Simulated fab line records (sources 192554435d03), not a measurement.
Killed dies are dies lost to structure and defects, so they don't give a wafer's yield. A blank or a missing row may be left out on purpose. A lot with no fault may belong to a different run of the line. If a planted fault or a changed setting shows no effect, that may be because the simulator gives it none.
A single fault, viewed from 3 desks | flow n5_finfet | only its own numbers are on each desk; what lay behind them is given at the end

FROM THE METROLOGY DESK
Means of the sampled wafers that have a number, per lot and without regard to the tool the lot ran on: this is what the gauges read. If a lot's mean is further than 4 standard deviations from the usual mean, the lot is out of limits and carries the mark OUT (the distance appears in the brackets).
Columns: A = cd_nm at N5_PASSIVATION_CD_MEAS_10, usual 3000.3 nm; B = TV_OVL at N5_PASSIVATION_OVL_MEAS_60, usual 0 nm
lot  | first seen here | A      | B
L152 | day 12 17:45    | 2999.0 | 6
L158 | day 13 22:03    | 2999.9 | -2
L160 | day 14 17:59    | 2997.8 | 6
L172 | day 17 06:25    | 3001.3 | 4
L171 | day 17 14:05    | 3003.0 | -3
L173 | day 18 08:11    | 3003.9 | 1
This desk's verdict: no lot among the 6 shows anything out of limits.

TOOL OWNER'S DESK, rie_diel-04
The tool's own readings at N5_PASSIVATION_PASS_ETCH_74 (etches SiNx in CF4/O2, target depth 220 nm, time 110 s): means of the sampled wafers that have a number, for each lot that ran on this tool. If a lot's mean is further than 4 standard deviations from the usual mean, the lot is out of limits and carries the mark OUT (the distance appears in the brackets).
Columns: A = drypump_motor_current_A at N5_PASSIVATION_PASS_ETCH_74, usual 5.6 A; B = oes_f_703_au at N5_PASSIVATION_PASS_ETCH_74, usual 0.75 a.u.; C = oes_product_au at N5_PASSIVATION_PASS_ETCH_74, usual 0.75 a.u.; D = rf_fwd_power_W at N5_PASSIVATION_PASS_ETCH_74, usual 532.4 W; E = rf_vpp_V at N5_PASSIVATION_PASS_ETCH_74, usual 241 V; F = showerhead_plenum_p_Torr at N5_PASSIVATION_PASS_ETCH_74, usual 2.21 Torr; G = throttle_valve_pct at N5_PASSIVATION_PASS_ETCH_74, usual 16.07 %
lot  | first seen here | A   | B    | C    | D               | E              | F    | G
L152 | day 12 18:01    | 6.1 | 0.82 | 0.81 | 532.7           | 242            | 2.25 | 16.01
L158 | day 13 22:17    | 6.0 | 1.02 | 0.90 | 659.6 (+71) OUT | 216 (-4.6) OUT | 2.25 | 16.06
L160 | day 14 18:08    | 6.3 | 1.00 | 0.89 | 662.0 (+72) OUT | 220            | 2.24 | 16.00
Finding of this desk: L158, L160 out of limits; the first was L158 at day 13 22:17, on rf_fwd_power_W at N5_PASSIVATION_PASS_ETCH_74. L152 stayed within limits.

THE DEFECT DESK
Inspection counts along the route, by lot: the mean over sampled wafers that carry a number. If a lot's mean is further than 4 standard deviations from the usual mean, the lot is out of limits and carries the mark OUT (the distance appears in the brackets).
Columns: A = raw_defect_count at N5_PASSIVATION_INSPECT_61, usual 2.1
lot  | first seen here | A
L152 | day 12 17:49    | 1.3
L158 | day 13 22:07    | 2.0
L160 | day 14 18:02    | 1.0
L172 | day 17 06:28    | 1.0
L171 | day 17 14:08    | 1.7
L173 | day 18 08:14    | 3.3
This desk's verdict: no lot among the 6 shows anything out of limits.

PUT TOGETHER
On L158, L160, at day 13 22:17, an alarm was possible from the tool owner's desk.
Metrology desk: nothing out of limits seen.
No out-of-limits result turned up at the defect desk.
The metrology desk holds a record of L158, L160, inside its limits.
The defect desk has L158, L160 on record, within its limits.
On rie_diel-04, each named lot ran N5_PASSIVATION_PASS_ETCH_74.

WHAT THE SIMULATOR PUT IN
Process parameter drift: rie_diel-04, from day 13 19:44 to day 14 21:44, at N5_PASSIVATION_PASS_ETCH_74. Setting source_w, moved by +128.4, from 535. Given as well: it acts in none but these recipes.
Struck lots among those shown: L158, L160.
Each desk's first reading out of limits, in hours after the fault started: the tool owner's desk, 3.
